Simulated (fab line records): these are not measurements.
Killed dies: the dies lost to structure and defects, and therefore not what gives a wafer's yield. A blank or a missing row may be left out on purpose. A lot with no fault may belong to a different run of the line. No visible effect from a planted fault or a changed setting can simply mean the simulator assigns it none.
The tool behind it: which one? | flow nand-harc | 33 wafers from 11 lots sampled at 5 of the route's 1302 steps

## WHAT THE GAUGES SHOWED, per wafer
NHARC_END_SORT_01. Usual: killed-at-array 58, standard deviation 18; killed-at-other 1.0, standard deviation 1.5; killed-at-periphery 4, standard deviation 3.1; killed-dies 64, standard deviation 18; killed-open 3.4, standard deviation 1.9; killed-short 2.7, standard deviation 1.7.
lot  | measured     | on        | killed-at-array | killed-at-other | killed-at-periphery | killed-dies | killed-open | killed-short | flag
L322 | day 29 06:20 | prober-01 | 676 676 676     | 1 0 0           | 0 1 1               | 677 677 677 | 1 5 4       | 2 0 2        | OFF
L323 | day 28 23:22 | prober-02 | 672 673 673     | 1 2 0           | 4 2 4               | 677 677 677 | 5 5 2       | 4 2 3        | OFF

## WHICH TOOL RAN EACH LOT (tool, then ch and the chambers of the sampled wafers, then the start)
lot  | NHARC_A_CHANNEL_HOLE_D1_DEP_00 | NHARC_A_CHANNEL_HOLE_D1_ETCH_38    | NHARC_A_CHANNEL_HOLE_D1_ETCH_19  | NHARC_A_CHANNEL_HOLE_D1_ETCH_25
L311 | acl-dep-03 ch 0, day 8 11:16   | rie-diel-09 ch 1,2,3, day 8 14:02  | har-etch-02 ch 0,1, day 8 18:01  | har-etch-02 ch 0,1, day 8 20:55
L314 | acl-dep-02 ch 0, day 9 11:49   | rie-diel-13 ch 0,2, day 9 14:07    | har-etch-01 ch 0,1, day 9 15:14  | har-etch-01 ch 0,1, day 9 18:23
L315 | acl-dep-02 ch 0, day 9 18:31   | rie-diel-09 ch 2,3, day 9 21:01    | har-etch-01 ch 0,1, day 9 22:17  | har-etch-01 ch 0,1, day 10 01:11
L319 | acl-dep-01 ch 0, day 11 22:40  | rie-diel-09 ch 2,3, day 12 01:02   | har-etch-02 ch 0,1, day 12 02:22 | har-etch-02 ch 0,1, day 12 05:32
L322 | acl-dep-02 ch 0, day 13 01:30  | rie-diel-11 ch 0,1,2, day 13 04:26 | har-etch-02 ch 0,1, day 13 09:05 | har-etch-02 ch 0,1, day 13 11:59
L323 | acl-dep-01 ch 0, day 13 01:39  | rie-diel-13 ch 0,3, day 13 04:14   | har-etch-01 ch 0, day 13 07:48   | har-etch-01 ch 0, day 13 10:50
L328 | acl-dep-01 ch 0, day 15 07:19  | rie-diel-11 ch 0,1,2, day 15 09:49 | har-etch-01 ch 0,1, day 15 11:18 | har-etch-01 ch 0,1, day 15 14:20
L330 | acl-dep-01 ch 0, day 16 01:54  | rie-diel-11 ch 0,2,3, day 16 04:05 | har-etch-02 ch 0,1, day 16 05:13 | har-etch-02 ch 0,1, day 16 08:22
L331 | acl-dep-03 ch 0, day 16 18:52  | rie-diel-11 ch 1,2,3, day 16 21:47 | har-etch-01 ch 0,1, day 16 23:00 | har-etch-01 ch 0,1, day 17 01:55
L333 | acl-dep-03 ch 0, day 17 14:50  | rie-diel-11 ch 0,1,3, day 17 17:20 | har-etch-02 ch 0,1, day 17 19:29 | har-etch-02 ch 0,1, day 17 22:22
L334 | acl-dep-02 ch 0, day 17 15:16  | rie-diel-11 ch 0,1,3, day 17 18:10 | har-etch-01 ch 0, day 17 19:38   | har-etch-01 ch 0, day 17 22:39
- NHARC_A_CHANNEL_HOLE_D1_DEP_00: deposits aC, target thk 3100 nm.
- NHARC_A_CHANNEL_HOLE_D1_ETCH_38: etches the open film in CF4, target depth 39 nm, time 65 s.
- NHARC_A_CHANNEL_HOLE_D1_ETCH_19: etches the open film in C4F8/O2/Ar, time 34.5 s.
- NHARC_A_CHANNEL_HOLE_D1_ETCH_25: etches the open film in C4F8/O2/Ar, time 1040.2 s, target depth 1500 nm.

## WHAT THE TOOLS THEMSELVES READ (means of the sampled wafers that have a number; where no wafer has one, the mark that the record gives instead)
NHARC_A_CHANNEL_HOLE_D1_DEP_00. Usual: throttle-valve-pct reads 35.000 % (standard deviation 0.0088).
lot  | tool       | throttle-valve-pct (%) | flag
L311 | acl-dep-03 | 34.996                 |
L314 | acl-dep-02 | 35.004                 |
L315 | acl-dep-02 | 35.005                 |
L319 | acl-dep-01 | 35.000                 |
L322 | acl-dep-02 | 35.003                 |
L323 | acl-dep-01 | 35.004                 |
L328 | acl-dep-01 | 35.003                 |
L330 | acl-dep-01 | 35.006                 |
L331 | acl-dep-03 | 35.001                 |
L333 | acl-dep-03 | 34.993                 |
L334 | acl-dep-02 | 35.001                 |

NHARC_A_CHANNEL_HOLE_D1_ETCH_38. Usual: bias-w 100.03 W (standard deviation 0.27); cf4-flow-sccm 150.1 sccm (standard deviation 0.47); drypump-motor-current-A 5.63 A (standard deviation 0.28); oes-product-au 1.000 a.u. (standard deviation 0.011); rf-vpp-V 151.9 V (standard deviation 1.1); showerhead-plenum-p-Torr 1.82 Torr (standard deviation 0.057); throttle-valve-pct 13.285 % (standard deviation 0.0088).
lot  | tool        | bias-w (W) | cf4-flow-sccm (sccm) | drypump-motor-current-A (A) | oes-product-au (a.u.) | rf-vpp-V (V) | showerhead-plenum-p-Torr (Torr) | throttle-valve-pct (%) | flag
L311 | rie-diel-09 | 99.98      | 150.3                | 5.60                        | 1.009                 | 151.9        | 1.80                            | 13.284                 |
L314 | rie-diel-13 | 99.73      | 150.5                | 5.82                        | 1.003                 | 151.3        | 1.76                            | 13.289                 |
L315 | rie-diel-09 | 99.83      | 149.8                | 5.88                        | 1.018                 | 150.9        | 1.81                            | 13.283                 |
L319 | rie-diel-09 | 100.07     | 149.6                | 5.88                        | 1.010                 | 151.9        | 1.80                            | 13.290                 |
L322 | rie-diel-11 | 100.05     | 150.0                | 5.54                        | 0.994                 | 151.7        | 1.82                            | 13.285                 |
L323 | rie-diel-13 | 99.90      | 149.7                | 5.90                        | 1.011                 | 152.2        | 1.80                            | 13.289                 |
L328 | rie-diel-11 | 100.15     | 150.1                | 5.51                        | 1.004                 | 151.8        | 1.82                            | 13.280                 |
L330 | rie-diel-11 | 100.54     | 150.2                | 5.60                        | 0.991                 | 153.0        | 1.81                            | 13.288                 |
L331 | rie-diel-11 | 100.19     | 149.9                | 5.56                        | 0.995                 | 152.4        | 1.85                            | 13.284                 |
L333 | rie-diel-11 | 100.00     | 149.6                | 5.67                        | 0.991                 | 152.0        | 1.84                            | 13.285                 |
L334 | rie-diel-11 | 99.73      | 150.2                | 5.68                        | 0.993                 | 151.6        | 1.84                            | 13.278                 |

NHARC_A_CHANNEL_HOLE_D1_ETCH_19. Usual: bias-v 1198 V, standard deviation 11; c4f8-flow-sccm 28.80 sccm, standard deviation 0.081; drypump-motor-current-A 5.6 A, standard deviation 0.56; showerhead-plenum-p-Torr 3.66 Torr, standard deviation 0.13; throttle-valve-pct 37.038 %, standard deviation 0.0083.
lot  | tool        | bias-v (V) | c4f8-flow-sccm (sccm) | drypump-motor-current-A (A) | showerhead-plenum-p-Torr (Torr) | throttle-valve-pct (%) | flag
L311 | har-etch-02 | 1195       | 28.72                 | 6.1                         | 3.56                            | 37.038                 |
L314 | har-etch-01 | 1196       | 28.83                 | 5.0                         | 3.72                            | 37.036                 |
L315 | har-etch-01 | 1191       | 28.76                 | 5.4                         | 3.67                            | 37.041                 |
L319 | har-etch-02 | 1198       | 28.79                 | 6.0                         | 3.62                            | 37.030                 |
L322 | har-etch-02 | -          | -                     | -                           | -                               | -                      | OFF
L323 | har-etch-01 | -          | -                     | -                           | -                               | -                      | OFF
L328 | har-etch-01 | 1195       | 28.81                 | 5.4                         | 3.63                            | 37.038                 |
L330 | har-etch-02 | 1198       | 28.81                 | 6.1                         | 3.78                            | 37.039                 |
L331 | har-etch-01 | 1216       | 28.73                 | 5.0                         | 3.67                            | 37.038                 |
L333 | har-etch-02 | 1192       | 28.89                 | 6.1                         | 3.88                            | 37.030                 |
L334 | har-etch-01 | 1204       | 28.75                 | 4.7                         | 3.71                            | 37.033                 |

NHARC_A_CHANNEL_HOLE_D1_ETCH_25. Usual: c4f8-flow-sccm 93.83 sccm, standard deviation 0.27; chamber-pressure-mTorr 20.001 mTorr, standard deviation 0.02; drypump-motor-current-A 5.6 A, standard deviation 0.56; showerhead-plenum-p-Torr 3.61 Torr, standard deviation 0.12; throttle-valve-pct 32.236 %, standard deviation 0.01.
lot  | tool        | c4f8-flow-sccm (sccm) | chamber-pressure-mTorr (mTorr) | drypump-motor-current-A (A) | showerhead-plenum-p-Torr (Torr) | throttle-valve-pct (%) | flag
L311 | har-etch-02 | 94.02                 | 19.986                         | 6.1                         | 3.52                            | 32.233                 |
L314 | har-etch-01 | 93.52                 | 20.001                         | 5.0                         | 3.67                            | 32.231                 |
L315 | har-etch-01 | 93.88                 | 20.000                         | 5.4                         | 3.63                            | 32.228                 |
L319 | har-etch-02 | 93.68                 | 19.994                         | 6.0                         | 3.58                            | 32.234                 |
L322 | har-etch-02 | 93.63                 | 19.996                         | 6.0                         | 3.57                            | 32.244                 |
L323 | har-etch-01 | 94.23                 | 19.996                         | 4.7                         | 3.70                            | 32.233                 |
L328 | har-etch-01 | 93.61                 | 20.003                         | 5.4                         | 3.59                            | 32.237                 |
L330 | har-etch-02 | 93.83                 | 19.996                         | 6.0                         | 3.73                            | 32.244                 |
L331 | har-etch-01 | 93.94                 | 19.968                         | 5.0                         | 3.63                            | 32.225                 |
L333 | har-etch-02 | 93.89                 | 20.000                         | 6.1                         | 3.82                            | 32.244                 |
L334 | har-etch-01 | 93.67                 | 19.992                         | 4.7                         | 3.67                            | 32.237                 |

## THE ANSWER, worked out from the rows above alone
Rule: a lot counts as off when the mean over its wafers that have a number is more than 3 standard deviations away from the usual mean. A lot without any number at a reading at which 4 lots or more have one is off too. Where the step has rows for the other lots, those lots are counted as sound. First the gauges in route order, then the tools' own readings, where a lot's mean is used as printed above. The first step at which some lot is off is used, and at that step the reading that is off furthest; a lot without a number counts as furthest.
Off at NHARC_END_SORT_01 (killed-at-array): L322, L323. Neither off nor sound, because the step has no rows for them: L311, L314, L315, L319, L328, L330, L331, L333, L334.
If a tool, at a process step before that reading, ran all the lots that are off and no sound lot after the first of them, it fits. The gauges at NHARC_END_SORT_01 aren't tried: what is off there is off at NHARC_A_CHANNEL_HOLE_D1_ETCH_19 too, on other tools, and a gauge's error can't cause that. Of those tried, none fits.

## WHAT THE SIMULATOR PUT IN
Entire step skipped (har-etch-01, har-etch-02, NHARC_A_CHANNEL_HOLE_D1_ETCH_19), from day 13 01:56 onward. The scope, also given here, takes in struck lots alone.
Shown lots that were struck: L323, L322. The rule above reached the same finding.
